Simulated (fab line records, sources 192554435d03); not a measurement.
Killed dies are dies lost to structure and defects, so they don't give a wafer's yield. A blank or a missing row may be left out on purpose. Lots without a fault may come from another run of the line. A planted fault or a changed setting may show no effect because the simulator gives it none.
One fault seen from 3 desks | flow n5_finfet | each desk has only its own numbers; what lay behind them comes last

THE DEFECT DESK
What the inspections along the route counted, lot by lot: means of the sampled wafers that have a number. A lot is out of limits, marked OUT, if its mean lies more than 4 standard deviations from the usual mean; the brackets give that distance.
Columns: A = raw_defect_count at N5_BEOL_M13_INSPECT_30, usual 2.1
lot  | first seen here | A
L126 | day 10 11:08    | 1.3
L138 | day 14 02:54    | 0.5
L144 | day 15 04:37    | 2.0
L145 | day 15 10:22    | 2.0
L147 | day 16 11:52    | 2.5
L148 | day 16 23:30    | 1.0
This desk's finding: nothing out of limits on any of the 6 lots.

THE METROLOGY DESK
What the gauges read, lot by lot, whatever tool the lot ran on: means of the sampled wafers that have a number. A lot is out of limits, marked OUT, if its mean lies more than 4 standard deviations from the usual mean; the brackets give that distance.
Columns: A = cd_nm at N5_BEOL_M13_CD_MEAS_28, usual 209.9 nm; B = M13_OVL at N5_BEOL_M13_OVL_MEAS_29, usual 0 nm; C = trench_depth_nm at N5_BEOL_M13_OCD_MEAS_35, usual 415 nm
lot  | first seen here | A     | B  | C
L126 | day 10 11:05    | 210.4 | 2  | 416
L138 | day 14 02:51    | 209.8 | 0  | 410
L144 | day 15 04:34    | 208.6 | -4 | 412
L145 | day 15 10:19    | 209.4 | -8 | 418
L147 | day 16 11:49    | 211.0 | 1  | 423
L148 | day 16 23:27    | 212.1 | -4 | 419
This desk's finding: nothing out of limits on any of the 6 lots.

THE TOOL OWNER'S DESK: rie_diel-01
The tool's own readings at N5_BEOL_M13_ETCH_68 (etches SOC in N2/H2, time 355 s): means of the sampled wafers that have a number, for each lot that ran on this tool. A lot is out of limits, marked OUT, if its mean lies more than 4 standard deviations from the usual mean; the brackets give that distance.
Columns: A = bias_w at N5_BEOL_M13_ETCH_68, usual 350.1 W; B = drypump_motor_current_A at N5_BEOL_M13_ETCH_68, usual 5.5 A; C = oes_product_au at N5_BEOL_M13_ETCH_68, usual 0.81 a.u.; D = rf_vpp_V at N5_BEOL_M13_ETCH_68, usual 524.3 V; E = showerhead_plenum_p_Torr at N5_BEOL_M13_ETCH_68, usual 2.55 Torr; F = temp_c at N5_BEOL_M13_ETCH_68, usual 40.01 C; G = throttle_valve_pct at N5_BEOL_M13_ETCH_68, usual 17.78 %
lot  | first seen here | A     | B   | C    | D     | E    | F     | G
L138 | day 14 03:36    | 349.9 | 5.4 | 0.77 | 525.7 | 2.59 | 39.91 | 17.88
L144 | day 15 04:50    | 351.4 | 5.2 | 0.79 | 523.0 | 2.49 | 39.98 | 17.69
L147 | day 16 12:13    | 350.9 | 5.6 | 0.80 | 522.2 | 2.49 | 40.00 | 17.81
This desk's finding: nothing out of limits on any of the 3 lots.

PUT TOGETHER
The defect desk saw nothing out of limits.
The metrology desk saw nothing out of limits.
The tool owner's desk saw nothing out of limits.

WHAT THE SIMULATOR HAD PUT IN
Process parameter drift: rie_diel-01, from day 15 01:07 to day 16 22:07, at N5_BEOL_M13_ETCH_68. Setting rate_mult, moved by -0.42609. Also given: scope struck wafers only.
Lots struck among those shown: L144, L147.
